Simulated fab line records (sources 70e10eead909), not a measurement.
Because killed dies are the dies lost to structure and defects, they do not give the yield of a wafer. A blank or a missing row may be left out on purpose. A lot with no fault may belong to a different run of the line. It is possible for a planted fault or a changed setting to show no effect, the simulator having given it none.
fab line records -- flow nand-harc
record lots=7, wafers=21, last-day=24
route steps=1159 shown P_M0@273 P_M1@285
lots that met no fault: from a run of the same line without faults
start-h: start of the lot's first displayed wafer, in hours after the record's first day -- wait-h: how many hours have passed since the lot's step before this one -- " same as the row above -- L1.1+2: a row that stands for several wafers -- - no value, or no start given -- * or withheld: withheld -- < > ~ a bound
route shown NAME@n: a module of which the file shows steps, and the number in the route of the first -- usual: mean/standard deviation of fault-free wafers -- same: alike in all rows -- chamber/n: place in a boat -- sites: per-site readings -- _std_site: how widely they spread, as a standard deviation -- _edge_site: the outer-site mean with the inner-site mean subtracted -- radius-mm: how far each site lies from the wafer's centre -- mask NAME#n: copy n -- behind: the last tool/chamber to shape the wafer -- hold: why the lot was held/for how many hours/how that ended -- device: names the non-switching transistor (n, p or np) -- end of line: tests run on the same wafers once the route is complete -- where a step has no rows: the recipe by itself -- killed: at the first sort, the dies lost to defects and structure; wafer yield is something else -- map: a wafer's dies, x killed, . not, _ none there
set.NAME: setting as actually run; set.NAME@STEP: the setting as run at that earlier step -- model.NAME: the simulator's own value behind a step, which no gauge read
lots at some steps of the route; a table a step, a row a wafer
services: from which hour (start-h, from the record's first day; less than 0 if before it) a tool's chamber was out of use, for how many hours, and why
## steps
# step NHARC_P_M0_PRE_CLEAN_29
# recipe time-s=30, temp-c=280, gas=H2/He
# usual heater-power-w=376/31
lot.wafer,tool,chamber,start-h,wait-h,heater-power-w
L756.1,pvd-sputter-01,-,-,-,395
L756.5,pvd-sputter-01,-,-,-,365
L756.6,pvd-sputter-01,-,-,-,339
L758.2,pvd-sputter-01,-,-,-,360
L758.5,pvd-sputter-01,-,-,-,388
L758.6,pvd-sputter-01,-,-,-,326
L763.2,pvd-sputter-01,-,-,-,366
L763.5,pvd-sputter-01,-,-,-,372
L763.6,pvd-sputter-01,-,-,-,379
L768.3,pvd-sputter-01,-,-,-,363
L768.1,pvd-sputter-01,-,-,-,393
L768.5,pvd-sputter-01,-,-,-,370
L766.1,pvd-sputter-03,-,-,-,399
L766.3,pvd-sputter-03,-,-,-,327
L766.6,pvd-sputter-03,-,-,-,372
L773.4,pvd-sputter-01,-,-,-,370
L773.3,pvd-sputter-01,-,-,-,373
L773.5,pvd-sputter-01,-,-,-,366
L774.2,pvd-sputter-03,-,-,-,330
L774.3,pvd-sputter-03,-,-,-,376
L774.5,pvd-sputter-03,-,-,-,408
# step NHARC_P_M0_PVD_20
# recipe target-thk-a=50, bias-v=168.6, power-w=15000, chamber-pressure-pa=0.12, time-s=8.06, substrate-temp-c=50, material=TaN
# step NHARC_P_M0_PVD_21
# recipe target-thk-a=300, chamber-pressure-pa=5, power-w=5000, substrate-temp-c=30, time-s=20.49, material=Cu
# usual cathode-dc-power-W=5000.0/0.86, chamber-pressure-pa=4.999/0.0092, throttle-valve-pct=29.7/1.2
lot.wafer,tool,chamber,start-h,wait-h,cathode-dc-power-W,chamber-pressure-pa,throttle-valve-pct
L756.1,pvd-sputter-01,-,-,-,4999.7,4.998,29.1
L756.5,pvd-sputter-01,-,-,-,4999.2,4.994,32.2
L756.6,pvd-sputter-01,-,-,-,4999.4,5.012,29.5
L758.2,pvd-sputter-01,-,-,-,4999.9,4.989,27.1
L758.5,pvd-sputter-01,-,-,-,5000.5,5.004,29.3
L758.6,pvd-sputter-01,-,-,-,5000.2,5.009,29.3
L763.2,pvd-sputter-01,-,-,-,5001.2,4.994,27.2
L763.6,pvd-sputter-01,-,-,-,5000.0,4.997,27.4
L763.5,pvd-sputter-01,-,-,-,5000.3,5.001,31.8
L768.3,pvd-sputter-01,-,-,-,5001.0,4.990,28.6
L768.1,pvd-sputter-01,-,-,-,4999.2,4.988,30.0
L768.5,pvd-sputter-01,-,-,-,4998.8,4.989,30.1
L766.3,pvd-sputter-03,-,-,-,5000.7,5.001,30.7
L766.1,pvd-sputter-03,-,-,-,4999.4,4.999,29.8
L766.6,pvd-sputter-03,-,-,-,5000.5,5.011,28.4
L773.4,pvd-sputter-01,-,-,-,4999.1,5.013,28.5
L773.3,pvd-sputter-01,-,-,-,5000.5,4.991,27.1
L773.5,pvd-sputter-01,-,-,-,5001.5,5.002,31.9
L774.3,pvd-sputter-03,-,-,-,5000.0,4.995,29.4
L774.2,pvd-sputter-03,-,-,-,5001.3,5.004,29.7
L774.5,pvd-sputter-03,-,-,-,5001.3,4.992,29.2
# step NHARC_P_M0_ECD_22
# recipe target-thk-a=4000, bath-temp-c=25, material=Cu
# step NHARC_P_M0_ANNEAL_30
# recipe temp-c=225, time-s=90
# usual wafer_temp_C_max=226.4/0.37
lot.wafer,tool,chamber,start-h,wait-h,wafer_temp_C_max
L756.1,rtp-anneal-02,0,137.88,0.3,226.2
L756.5,rtp-anneal-02,0,137.88,0.3,226.0
L756.6,rtp-anneal-02,0,137.88,0.3,226.0
L758.2,rtp-anneal-02,0,144.18,0.3,226.6
L758.5,rtp-anneal-02,0,144.18,0.3,226.5
L758.6,rtp-anneal-02,0,144.18,0.3,226.9
L763.2,rtp-anneal-02,0,175.99,0.3,226.0
L763.5,rtp-anneal-02,0,175.99,0.3,226.3
L763.6,rtp-anneal-02,0,175.99,0.3,226.0
L768.1,rtp-anneal-02,0,194.79,0.3,226.2
L768.3,rtp-anneal-02,0,194.79,0.3,225.8
L768.5,rtp-anneal-02,0,194.79,0.3,226.1
L766.1,rtp-anneal-01,0,195.32,0.3,226.8
L766.3,rtp-anneal-01,0,195.32,0.3,226.5
L766.6,rtp-anneal-01,0,195.32,0.3,226.5
L773.3,rtp-anneal-02,0,234.87,-,226.2
L773.4,rtp-anneal-02,0,234.87,-,226.3
L773.5,rtp-anneal-02,0,234.87,-,226.5
L774.2,rtp-anneal-02,0,243.49,-,226.5
L774.3,rtp-anneal-02,0,243.49,-,226.8
L774.5,rtp-anneal-02,0,243.49,-,226.2
# step NHARC_P_M0_CMP_23
# recipe t-overpolish-s=20, target-thk-nm=117.53
# step NHARC_P_M0_THK_MEAS_24
# recipe thk-meas-gauge=xrf
# usual thk-nm=117.7/1.4
lot.wafer,tool,chamber,start-h,wait-h,thk-nm
L756.1,film-metro-02,-,138.54,-,119.4
L756.5,film-metro-02,-,138.54,-,120.2
L756.6,film-metro-02,-,138.54,-,116.2
L758.2,film-metro-01,-,144.82,-,118.4
L758.5,film-metro-01,-,144.82,-,119.6
L758.6,film-metro-01,-,144.82,-,118.4
L763.2,film-metro-01,-,176.60,-,118.6
L763.5,film-metro-01,-,176.60,-,118.6
L763.6,film-metro-01,-,176.60,-,118.8
L768.1,film-metro-02,-,195.45,-,117.8
L768.3,film-metro-02,-,195.45,-,116.1
L768.5,film-metro-02,-,195.45,-,118.1
L766.1,film-metro-02,-,195.97,-,119.5
L766.3,film-metro-02,-,195.97,-,117.4
L766.6,film-metro-02,-,195.97,-,117.0
L773.3,film-metro-01,-,235.43,-,117.4
L773.4,film-metro-01,-,235.43,-,117.3
L773.5,film-metro-01,-,235.43,-,117.8
L774.2,film-metro-01,-,244.10,-,119.1
L774.3,film-metro-01,-,244.10,-,119.1
L774.5,film-metro-01,-,244.10,-,117.8
# step NHARC_P_M0_SRD_25
# step NHARC_P_M0_INSPECT_27
# usual raw-defect-count=286/110
lot.wafer,tool,chamber,start-h,wait-h,raw-defect-count
L756.1,defect-inspect-01,-,138.70,0.0,359
L756.5,defect-inspect-01,-,138.70,0.0,410
L756.6,defect-inspect-01,-,138.70,0.0,372
L758.2,defect-inspect-02,-,144.98,0.0,235
L758.5,defect-inspect-02,-,144.98,0.0,278
L758.6,defect-inspect-02,-,144.98,0.0,191
L763.2,defect-inspect-02,-,176.76,0.0,467
L763.5,defect-inspect-02,-,176.76,0.0,457
L763.6,defect-inspect-02,-,176.76,0.0,634
L768.1,defect-inspect-02,-,195.60,0.0,440
L768.3,defect-inspect-02,-,195.60,0.0,274
L768.5,defect-inspect-02,-,195.60,0.0,381
L766.1,defect-inspect-01,-,196.13,0.0,289
L766.3,defect-inspect-01,-,196.13,0.0,325
L766.6,defect-inspect-01,-,196.13,0.0,232
L773.3,defect-inspect-02,-,235.62,0.0,221
L773.4,defect-inspect-02,-,235.62,0.0,423
L773.5,defect-inspect-02,-,235.62,0.0,313
L774.2,defect-inspect-02,-,244.25,0.0,360
L774.3,defect-inspect-02,-,244.25,0.0,443
L774.5,defect-inspect-02,-,244.25,0.0,301
# step NHARC_P_M0_PRE_CLEAN_31
# recipe time-s=12, temp-c=370, rf-power-w=300, gas=NH3
# usual heater-power-outer-w=338/47, heater-power-w=575/68, rf-fwd-power-W=292.6/0.88
lot.wafer,tool,chamber,start-h,wait-h,heater-power-outer-w,heater-power-w,rf-fwd-power-W
L756.1,pecvd-04,2,138.89,0.2,346,629,293.7
L756.6,pecvd-04,2,138.89,0.2,355,632,292.6
L756.5,pecvd-04,1,138.89,0.2,321,529,291.9
L758.2,pecvd-04,2,145.06,0.1,305,573,291.3
L758.5,pecvd-04,2,145.06,0.1,312,579,291.8
L758.6,pecvd-04,0,145.06,0.1,407,660,291.4
L763.2,pecvd-02,0,176.85,0.1,408,652,292.5
L763.6,pecvd-02,1,176.85,0.1,387,652,293.2
L763.5,pecvd-02,2,176.85,0.1,318,546,294.1
L768.3,pecvd-02,0,195.69,0.1,447,685,292.8
L768.1,pecvd-02,1,195.69,0.1,371,628,293.3
L768.5,pecvd-02,1,195.69,0.1,368,625,291.8
L766.1,pecvd-03,2,196.21,0.1,320,552,293.3
L766.3,pecvd-03,0,196.21,0.1,274,474,290.6
L766.6,pecvd-03,2,196.21,0.1,317,544,292.8
L773.3,pecvd-04,0,235.80,0.2,381,602,292.0
L773.4,pecvd-04,1,235.80,0.2,335,555,292.3
L773.5,pecvd-04,2,235.80,0.2,332,604,292.9
L774.3,pecvd-03,1,244.32,0.1,284,523,292.6
L774.2,pecvd-03,0,244.32,0.1,273,474,292.8
L774.5,pecvd-03,0,244.32,0.1,269,463,293.7
# step NHARC_P_M0_DEP_32
# recipe target-thk-a=300, temp-c=370, target-thk-nm=30, pressure-torr=3, flow-sccm=200, rf-w=450, material=SiCN
# usual chamber-pressure-Torr=3.000/0.0063, heater-power-outer-w=301/45, heater-power-w=527/64, rf-fwd-power-W=449.1/1.5
lot.wafer,tool,chamber,start-h,wait-h,chamber-pressure-Torr,heater-power-outer-w,heater-power-w,rf-fwd-power-W
L756.1,pecvd-04,2,138.97,0.1,3.006,319,581,448.4
L756.6,pecvd-04,2,138.97,0.1,2.997,321,601,446.7
L756.5,pecvd-04,1,138.97,0.1,2.993,272,474,449.0
L758.2,pecvd-04,2,145.16,0.1,2.999,319,581,450.6
L758.5,pecvd-04,2,145.16,0.1,3.000,315,578,450.8
L758.6,pecvd-04,0,145.16,0.1,3.004,319,564,449.7
L763.2,pecvd-02,0,176.99,0.1,3.000,319,525,448.4
L763.6,pecvd-02,1,176.99,0.1,3.003,334,589,446.5
L763.5,pecvd-02,2,176.99,0.1,3.000,278,479,449.7
L768.3,pecvd-02,0,195.79,0.1,3.014,407,641,451.5
L768.1,pecvd-02,1,195.79,0.1,3.003,260,488,451.1
L768.5,pecvd-02,1,195.79,0.1,2.991,265,484,450.2
L766.1,pecvd-03,2,196.32,0.1,2.996,298,514,450.2
L766.3,pecvd-03,0,196.32,0.1,2.997,273,474,449.6
L766.6,pecvd-03,2,196.32,0.1,2.998,301,510,448.1
L773.3,pecvd-04,0,235.88,0.1,3.000,339,567,446.2
L773.4,pecvd-04,1,235.88,0.1,3.001,297,520,448.7
L773.5,pecvd-04,2,235.88,0.1,3.006,329,623,451.7
L774.3,pecvd-03,1,244.40,0.1,2.998,296,555,448.9
L774.2,pecvd-03,0,244.40,0.1,3.002,221,406,449.0
L774.5,pecvd-03,0,244.40,0.1,3.007,220,403,449.7
# step NHARC_P_M1_DEP_00
# recipe target-thk-a=1825, target-thk-nm=182.5, temp-c=withheld, pressure-torr=5, flow-sccm=200, rf-w=600, material=SiOC
# usual chamber-pressure-Torr=5.000/0.011, rf-fwd-power-W=598.8/1.9
lot.wafer,tool,chamber,start-h,wait-h,chamber-pressure-Torr,rf-fwd-power-W
L756.1,pecvd-03,1,139.45,-,4.987,598.9
L756.5,pecvd-03,2,139.45,-,4.992,600.5
L756.6,pecvd-03,1,139.45,-,4.993,600.7
L758.2,pecvd-02,2,145.53,-,4.992,596.0
L758.6,pecvd-02,2,145.53,-,4.995,596.1
L758.5,pecvd-02,1,145.53,-,4.995,599.1
L763.2,pecvd-03,1,177.41,-,-,-
L763.5,pecvd-03,0,177.41,-,-,-
L763.6,pecvd-03,1,177.41,-,-,-
L768.1,pecvd-02,2,196.14,-,-,-
L768.3,pecvd-02,0,196.14,-,-,-
L768.5,pecvd-02,1,196.14,-,-,-
L766.1,pecvd-02,2,196.69,-,-,-
L766.3,pecvd-02,0,196.69,-,-,-
L766.6,pecvd-02,0,196.69,-,-,-
L773.3,pecvd-04,1,236.27,-,5.008,600.3
L773.4,pecvd-04,1,236.27,-,5.019,599.1
L773.5,pecvd-04,2,236.27,-,5.003,597.6
L774.2,pecvd-02,0,244.81,-,4.999,601.0
L774.3,pecvd-02,1,244.81,-,5.004,603.3
L774.5,pecvd-02,0,244.81,-,4.989,599.6
# step NHARC_P_M1_DEHYDRATE_01
# recipe temp-c=150, time-s=120
## services
tool,chamber,start-h,hours,kind
pecvd-03,0,124.26,-,clean
pecvd-03,1,124.26,-,clean
pecvd-03,2,124.26,-,clean
pecvd-02,-,153.14,13.0,pm
pecvd-02,0,153.14,13.0,vent-cycle
pecvd-02,1,153.14,13.0,vent-cycle
pecvd-02,2,153.14,13.0,vent-cycle
pvd-sputter-01,-,158.03,10.0,pm
pecvd-02,0,166.14,-,clean
pecvd-02,1,166.14,-,clean
pecvd-02,2,166.14,-,clean
pecvd-03,-,168.33,5.8,repair
pecvd-02,2,170.18,2.3,repair
pecvd-04,-,195.00,13.0,pm
pecvd-04,0,195.00,13.0,vent-cycle
pecvd-04,1,195.00,13.0,vent-cycle
pecvd-04,2,195.00,13.0,vent-cycle
pvd-sputter-03,-,195.69,6.6,repair
pecvd-04,0,208.00,-,clean
pecvd-04,1,208.00,-,clean
pecvd-04,2,208.00,-,clean
pvd-sputter-03,-,226.36,4.4,repair
## key
first-sign step=NHARC_P_M1_DEP_00, reading=tool-record, direction=missing
effect none on later readings
met-at NHARC_P_M1_DEP_00
struck-wafers L763.2,L763.5,L763.6,L766.1,L766.3,L766.6,L768.1,L768.3,L768.5
later-rows-left-out L763.2,L763.5,L763.6,L766.1,L766.3,L766.6,L768.1,L768.3,L768.5
sort-left-out L763.2,L763.5,L763.6,L766.1,L766.3,L766.6,L768.1,L768.3,L768.5
onset-between 145.53 177.41
fault kind=skipped-step-whole, tool=pecvd-02,pecvd-03, chamber=-, onset-h=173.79, steps=NHARC_P_M1_DEP_00, scope=struck-lots-only
# sort-left-out: the simulated sort isn't trusted on such a fault, so these wafers' sort isn't shown, and their yield isn't known
# later-rows-left-out: the simulator's readings of these wafers behind a module that went badly wrong aren't trusted and aren't shown, but for the sort
